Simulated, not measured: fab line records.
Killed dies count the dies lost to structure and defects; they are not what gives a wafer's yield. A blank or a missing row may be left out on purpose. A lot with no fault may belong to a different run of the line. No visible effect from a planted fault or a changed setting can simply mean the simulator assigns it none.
fab line records	flow nandHarc
record: lots: 6	wafers: 18	lastDay: 25
route steps=1159 shown A_STAIRCASE@579 END@1159
lots that met no fault: from a run of the same line without faults
startH: start of the lot's first displayed wafer, in hours after the record's first day	waitH: how many hours have passed since the lot's step before this one	" same as the row above	L1.1+2: several wafers, shown together as one row	- no value, or no start given	* or withheld: withheld	< > ~ a bound
route shown NAME@n: NAME is a module with steps in the file, n the number in the route of the first one	usual: mean and standard deviation over wafers with no fault	same: alike in all rows	chamber/n: place in a boat	sites: each site's reading	_std_site: the values' standard deviation	_edge_site: the outer-site mean with the inner-site mean subtracted	radiusMm: how far each site lies from the wafer's centre	mask NAME#n: copy n	behind: the most recent tool/chamber to have shaped the wafer	hold: why the lot went on hold/how many hours it stayed there/how the hold came to an end	device: which transistor (n, p or np) failed to switch	end of line: tests run on the same wafers once the route is complete	a step with no rows: only its recipe	killed: count of dies lost to structure and defects at first sort (not the wafer's yield)	map: dies across one wafer; x = killed, . = not, _ = none there
set.NAME: setting as actually run; set.NAME@STEP: the setting as run at that earlier step	model.NAME: the simulator's own value behind a step, which no gauge read
a table for each step, a row for each wafer; lots at some steps of the route
services: the hour from which a tool's chamber was out of use, counted from the record's first day as startH (under 0 if before that day), plus the number of hours and why
== steps ==
step: NHARC_A_STAIRCASE_HARDBAKE_185
recipe: tempC: 120	timeS: 140
step: NHARC_A_STAIRCASE_DESCUM_186
recipe: timeS: 3	o2FlowSccm: 200	arFlowSccm: 0	biasPowerW: 0	chemistry: O2
usual: drypumpMotorCurrentA: 5.73/0.23	oesProductAu: 0.999/0.01	rfVppV: 57.6/0.93	showerheadPlenumPTorr: 1.87/0.097	throttleValvePct: 11.311/0.0093
lot.wafer	tool	chamber	startH	waitH	drypumpMotorCurrentA	oesProductAu	rfHoursCounterH	rfVppV	showerheadPlenumPTorr	throttleValvePct
L746.3	rieDiel-05	3	255.12	-	5.79	0.991	33	58.1	2.06	11.309
L746.2	"	1	"	"	5.72	0.991	36	57.1	1.82	11.309
L746.6	"	3	"	"	5.81	1.007	-	58.1	2.07	11.318
L755.1	rieDiel-06	3	311.47	-	5.75	1.018	22	57.5	1.98	11.318
L755.4	"	0	"	"	5.56	1.006	22	57.3	1.78	11.326
L755.6	"	3	"	"	5.76	1.011	-	61.2	1.98	11.323
L758.1	rieDiel-06	1	330.96	-	6.21	0.994	32	57.9	1.80	11.315
L758.4	"	2	"	"	5.74	0.986	32	56.9	1.80	11.303
L758.2	"	3	"	"	5.76	1.005	31	58.8	1.97	11.315
L759.3	rieDiel-04	1	336.17	-	5.51	0.989	15	57.8	1.88	11.310
L759.2	"	2	"	"	5.62	1.010	7	57.5	2.05	11.297
L759.6	"	0	"	"	5.72	0.991	-	57.2	1.96	11.316
L762.4	rieDiel-05	3	350.27	-	5.79	1.025	0	57.9	2.05	11.314
L762.2	"	1	"	"	5.76	0.994	0	57.1	1.81	11.330
L762.6	"	0	"	"	5.70	1.007	-	57.6	1.79	11.315
L765.1	rieDiel-06	3	383.69	-	5.73	1.004	49	58.1	1.97	11.320
L765.3	"	0	"	"	5.59	1.004	48	55.4	1.77	11.302
L765.6	"	3	"	"	5.75	0.993	-	57.1	1.97	11.304
step: NHARC_A_STAIRCASE_TRIM_187
recipe: timeS: 211.2	o2FlowSccm: 500	arFlowSccm: 0	biasW: 0	chemistry: O2
step: NHARC_A_STAIRCASE_ETCH_188
recipe: targetDepthA: 1000	timeS: 40.5	ionEnergyEv: 400	c4f8FlowSccm: 20	o2FlowSccm: 10	arFlowSccm: withheld	rfW: 600	biasW: 1000	chemistry: C4F8/O2
step: NHARC_A_STAIRCASE_TRIM_189
recipe: timeS: 211.2	o2FlowSccm: 500	arFlowSccm: 0	biasW: 0	chemistry: O2
step: NHARC_A_STAIRCASE_ETCH_190
recipe: targetDepthA: 1000	timeS: 40.5	ionEnergyEv: 400	c4f8FlowSccm: 20	o2FlowSccm: 10	arFlowSccm: withheld	rfW: 600	biasW: 1000	chemistry: C4F8/O2
usual: biasW: 1000/3.2	oesProductAu: 0.941/0.012	rfFwdPowerW: 592/3.2	rfVppV: 893/6.3
lot.wafer	tool	chamber	startH	waitH	biasW	oesProductAu	rfFwdPowerW	rfHoursCounterH	rfVppV
L746.2	rieDiel-05	2	-	-	1001	0.931	598	30	896
L746.3	"	0	"	"	1006	0.927	595	35	889
L746.6	"	1	"	"	998	0.931	591	-	889
L755.4	rieDiel-06	3	-	-	1005	0.939	591	22	900
L755.1	"	1	"	"	1003	0.937	588	23	888
L755.6	"	2	"	"	1004	0.938	589	-	889
L758.1	rieDiel-06	1	-	-	998	0.953	594	32	888
L758.4	"	3	"	"	1003	0.956	594	31	901
L758.2	"	0	"	"	1002	0.949	585	31	887
L759.2	rieDiel-04	3	-	-	1006	0.929	594	17	899
L759.3	"	0	"	"	997	0.928	596	16	900
L759.6	"	1	"	"	1000	0.928	590	-	893
L762.2	rieDiel-05	0	-	-	999	0.953	593	1	889
L762.4	"	2	"	"	996	0.922	598	1	895
L762.6	"	0	"	"	1001	0.944	593	-	888
L765.3	rieDiel-06	1	-	-	998	0.949	594	51	890
L765.1	"	0	"	"	1003	0.946	586	48	889
L765.6	"	2	"	"	1002	0.934	589	-	888
step: NHARC_A_STAIRCASE_TRIM_191
recipe: timeS: 211.2	o2FlowSccm: 500	arFlowSccm: 0	biasW: 0	chemistry: O2
usual: drypumpMotorCurrentA: 5.75/0.23	oesProductAu: 0.999/0.0094	rfVppV: 57.7/0.95	runLengthS: 232.3/0.54	showerheadPlenumPTorr: 3.46/0.17	throttleValvePct: 17.036/0.009
same: biasW: 0
lot.wafer	tool	chamber	startH	waitH	drypumpMotorCurrentA	oesProductAu	rfHoursCounterH	rfVppV	runLengthS	showerheadPlenumPTorr	throttleValvePct
L746.3	rieDiel-05	3	-	-	5.82	1.004	34	58.7	233.6	3.79	17.037
L746.2	"	2	"	"	5.34	0.999	30	56.8	232.4	3.51	17.051
L746.6	"	0	"	"	5.72	1.002	-	56.7	232.4	3.33	17.045
L755.4	rieDiel-06	0	-	-	5.61	0.993	22	58.4	231.8	3.30	17.032
L755.1	"	1	"	"	6.26	1.006	23	56.6	231.6	3.33	17.039
L755.6	"	0	"	"	5.60	0.986	-	58.0	231.8	3.30	17.031
L758.1	rieDiel-06	1	-	-	6.20	1.017	32	57.7	231.6	3.33	17.044
L758.2	"	2	"	"	5.69	0.994	32	56.5	232.0	3.33	17.035
L758.4	"	0	"	"	5.57	1.006	31	57.2	231.7	3.29	17.039
L759.2	rieDiel-04	1	-	-	5.50	0.995	15	57.5	232.0	3.47	17.047
L759.3	"	2	"	"	5.63	1.018	7	58.8	233.0	3.77	17.032
L759.6	"	1	"	"	5.53	0.996	-	57.5	231.9	3.47	17.040
L762.4	rieDiel-05	2	-	-	5.35	0.988	1	58.2	232.4	3.49	17.021
L762.2	"	1	"	"	5.72	0.984	1	57.8	231.7	3.35	17.038
L762.6	"	2	"	"	5.33	0.987	-	57.8	232.8	3.49	17.035
L765.1	rieDiel-06	3	-	-	5.77	1.003	49	58.0	233.0	3.62	17.033
L765.3	"	0	"	"	5.57	1.000	48	55.9	231.9	3.28	17.028
L765.6	"	0	"	"	5.58	1.001	-	56.1	231.8	3.28	17.039
step: NHARC_A_STAIRCASE_ETCH_192
recipe: targetDepthA: 1000	timeS: 40.5	ionEnergyEv: 400	c4f8FlowSccm: 20	o2FlowSccm: 10	arFlowSccm: withheld	rfW: 600	biasW: 1000	chemistry: C4F8/O2
step: NHARC_A_STAIRCASE_TRIM_193
recipe: timeS: 211.2	o2FlowSccm: 500	arFlowSccm: 0	biasW: 0	chemistry: O2
step: NHARC_A_STAIRCASE_ETCH_194
recipe: targetDepthA: 1000	timeS: 40.5	ionEnergyEv: 400	c4f8FlowSccm: 20	o2FlowSccm: 10	arFlowSccm: withheld	rfW: 600	biasW: 1000	chemistry: C4F8/O2
usual: biasW: 999.9/2.8	oesProductAu: 0.941/0.0099	rfFwdPowerW: 591.9/2.8	rfVppV: 894/6.5
lot.wafer	tool	chamber	startH	waitH	biasW	oesProductAu	rfFwdPowerW	rfHoursCounterH	rfVppV
L746.3	rieDiel-05	3	-	-	1002.2	0.944	589.1	35	905
L746.2	"	1	"	"	998.9	0.924	593.7	37	889
L746.6	"	3	"	"	1001.7	0.941	589.5	-	904
L755.1	rieDiel-06	2	-	-	1001.2	0.940	588.1	23	888
L755.4	"	0	"	"	1001.2	0.949	590.7	23	889
L755.6	"	2	"	"	1003.8	0.930	592.0	-	889
L758.4	rieDiel-06	2	-	-	1001.0	0.922	589.5	32	887
L758.2	"	0	"	"	1002.2	0.934	588.9	31	888
L758.1	"	1	"	"	1003.1	0.933	592.3	32	888
L759.2	rieDiel-04	3	-	-	995.8	0.941	595.1	17	900
L759.3	"	0	"	"	994.7	0.936	597.0	17	899
L759.6	"	2	"	"	999.3	0.942	591.6	-	904
L762.2	rieDiel-05	3	-	-	997.7	0.960	592.7	1	905
L762.4	"	1	"	"	999.8	0.940	591.2	1	890
L762.6	"	2	"	"	999.9	0.931	599.1	-	894
L765.1	rieDiel-06	0	-	-	994.5	0.952	587.5	48	887
L765.3	"	1	"	"	995.0	0.957	589.4	51	889
L765.6	"	3	"	"	1001.2	0.939	592.4	-	901
step: NHARC_A_STAIRCASE_TRIM_196
recipe: timeS: 211.2	o2FlowSccm: 500	arFlowSccm: 0	biasW: 0	chemistry: O2
usual: biasW: 0/0	drypumpMotorCurrentA: 5.72/0.22	oesProductAu: 0.997/0.0091	rfVppV: 57.8/0.95	runLengthS: 232.4/0.54	showerheadPlenumPTorr: 3.50/0.17	throttleValvePct: 17.037/0.0093
lot.wafer	tool	chamber	startH	waitH	biasW	drypumpMotorCurrentA	oesProductAu	rfHoursCounterH	rfVppV	runLengthS	showerheadPlenumPTorr	throttleValvePct
L746.2	rieDiel-06	0	256.83	0.1	0	5.60	1.004	2	56.6	231.8	3.31	17.035
L746.3	"	1	"	"	0	6.23	1.004	2	57.4	231.8	3.34	17.035
L746.6	"	0	"	"	0	5.62	1.001	-	58.7	231.6	3.31	17.039
L755.1	rieDiel-04	3	312.63	0.1	0	5.97	0.989	6	57.8	233.5	3.64	17.038
L755.6	"	1	"	"	0	5.50	0.994	-	58.1	232.3	3.48	17.026
L755.4	"	3	"	"	0	5.99	0.985	-	58.1	233.2	3.64	17.032
L758.4	rieDiel-04	0	332.08	0.1	-	5.70	1.000	14	59.4	165.1	3.61	17.023
L758.1	"	2	"	"	0	5.66	1.010	5	59.3	232.2	3.77	17.044
L758.2	"	3	"	"	0	5.99	0.989	14	57.7	233.2	3.63	17.030
L759.3	rieDiel-04	3	337.54	0.1	0	5.96	0.988	17	57.3	233.8	3.63	17.050
L759.2	"	0	"	"	-	5.68	0.999	17	58.5	165.0	3.61	17.034
L759.6	"	3	"	"	0	5.96	0.981	-	57.8	233.4	3.63	17.032
L762.4	rieDiel-05	1	352.00	0.1	0	5.74	1.007	1	57.2	232.1	3.35	17.037
L762.2	"	3	"	"	0	5.79	1.008	1	58.3	233.6	3.77	17.025
L762.6	"	1	"	"	0	5.74	1.001	-	56.8	231.7	3.35	17.039
L765.1	rieDiel-06	1	384.82	0.1	0	6.21	0.985	51	57.0	231.5	3.32	17.022
L765.3	"	2	"	"	0	5.73	0.984	52	56.6	232.0	3.32	17.048
L765.6	"	0	"	"	0	5.59	0.988	-	57.5	231.8	3.28	17.035
step: NHARC_A_STAIRCASE_ETCH_197
recipe: targetDepthA: 1000	timeS: 40.5	ionEnergyEv: 400	c4f8FlowSccm: 20	o2FlowSccm: 10	arFlowSccm: withheld	rfW: 600	biasW: 1000	chemistry: C4F8/O2
usual: biasW: 1000.1/2.8	oesProductAu: 0.943/0.016	rfFwdPowerW: 592/3.1	rfVppV: 895/5.9
lot.wafer	tool	chamber	startH	waitH	biasW	oesProductAu	rfFwdPowerW	rfHoursCounterH	rfVppV
L746.2	rieDiel-06	0	-	-	999.4	0.935	585	2	887
L746.3	"	1	"	"	1002.4	0.940	590	3	890
L746.6	"	2	"	"	1005.9	0.934	590	-	889
L755.1	rieDiel-04	3	-	-	999.3	0.936	595	6	901
L755.6	"	1	"	"	1000.5	0.926	591	-	893
L755.4	"	3	"	"	998.2	0.926	599	-	899
L758.2	rieDiel-04	0	-	-	997.3	0.935	597	14	899
L758.1	"	1	"	"	1000.7	0.934	588	14	894
L758.4	"	2	"	"	998.8	0.967	593	5	904
L759.3	rieDiel-04	1	-	-	1002.3	0.933	590	16	895
L759.2	"	3	"	"	999.2	0.934	596	17	900
L759.6	"	0	"	"	1000.8	0.930	595	-	899
L762.2	rieDiel-05	2	-	-	992.3	0.940	595	1	895
L762.4	"	3	"	"	1000.8	0.970	591	1	904
L762.6	"	2	"	"	999.0	0.939	593	-	893
L765.3	rieDiel-06	0	-	-	1000.1	0.939	588	48	887
L765.1	"	3	"	"	995.0	0.944	591	50	900
L765.6	"	1	"	"	1003.1	0.950	592	-	887
step: NHARC_END_SORT_01
recipe: tempC: 25
usual: killedAtArray: 28/11	killedAtOther: 0.7/1.1	killedAtPeriphery: 2.9/2	killedDies: 32/11	killedOpen: 3.2/1.8	killedShort: 2.0/1.4
same: grossDies: 677
lot.wafer	tool	chamber	startH	waitH	killedAtArray	killedAtOther	killedAtPeriphery	killedDies	killedOpen	killedShort
L758.4	prober-01	0	519.47	3.4	57	0	2	59	3	2
L759.2	prober-02	0	534.82	2.8	33	3	3	39	6	3
killed by level:class
L758.4 A_CHANNEL_HOLE_D1:chamberFilmFlake=20 A_STAIRCASE:areaTrim=15 A_SLIT:chamberFilmFlake=13 A_CONTACT:chamberFilmFlake=5 A_ONON_D1:geometricParticle:open=2 P_GATE:geometricParticle:short=1 P_GATE:geometricParticle:open=1 A_WL_FILL:geometricParticle:short=1
L759.2 A_SLIT:chamberFilmFlake=12 A_CHANNEL_HOLE_D1:chamberFilmFlake=5 A_STAIRCASE:areaTrim=5 A_STAIRCASE:chamberFilmFlake=2 A_CONTACT:chamberFilmFlake=2 THIN_TSV:chamberFilmFlake=2 P_CONTACT:geometricParticle:open=1 P_M0:geometricParticle:open=1
== services ==
tool	chamber	startH	hours	kind
rieDiel-06	-	242.80	9.0	pm
rieDiel-06	0	242.80	9.0	ventCycle
rieDiel-06	1	242.80	9.0	ventCycle
rieDiel-06	2	242.80	9.0	ventCycle
rieDiel-06	3	242.80	9.0	ventCycle
rieDiel-06	0	251.80	-	clean
rieDiel-06	1	251.80	-	clean
rieDiel-06	2	251.80	-	clean
rieDiel-06	2	251.80	-	consumableReplace:focusRing
rieDiel-06	3	251.80	-	clean
rieDiel-04	-	275.37	1.1	repair
rieDiel-06	0	276.44	-	clean
rieDiel-06	1	276.44	-	clean
rieDiel-06	2	276.44	-	clean
rieDiel-06	3	276.44	-	clean
rieDiel-04	-	289.03	9.0	pm
rieDiel-06	0	298.58	3.3	repair
rieDiel-06	1	300.94	-	clean
rieDiel-06	2	300.94	-	clean
rieDiel-06	3	300.94	-	clean
rieDiel-04	2	307.44	18.4	repair
rieDiel-06	0	325.45	-	clean
rieDiel-06	1	325.45	-	clean
rieDiel-05	-	340.60	9.0	pm
== key ==
firstSign: step: NHARC_A_STAIRCASE_TRIM_196	reading: runLengthS	direction: down	sigmas: 99+	usual: *	struck: *
effect none on later readings
metAt NHARC_A_STAIRCASE_TRIM_196
struckWafers L758.4,L759.2
testerLeftOut L758,L759
fault: kind: processParameterDrift	tool: rieDiel-04	chamber: 0	onsetH: 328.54	steps: NHARC_A_STAIRCASE_TRIM_196	channel: timeS	offset: *	shape: step	endH: 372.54	actsIn: *	stated: *
testerLeftOut: of these lots the tester's yield and bins aren't shown, on N5 and GAA mostly nor the transistor test; their killed dies are dies lost to structure and defects alone, not to doping, threshold or leakage, so they don't give the yield
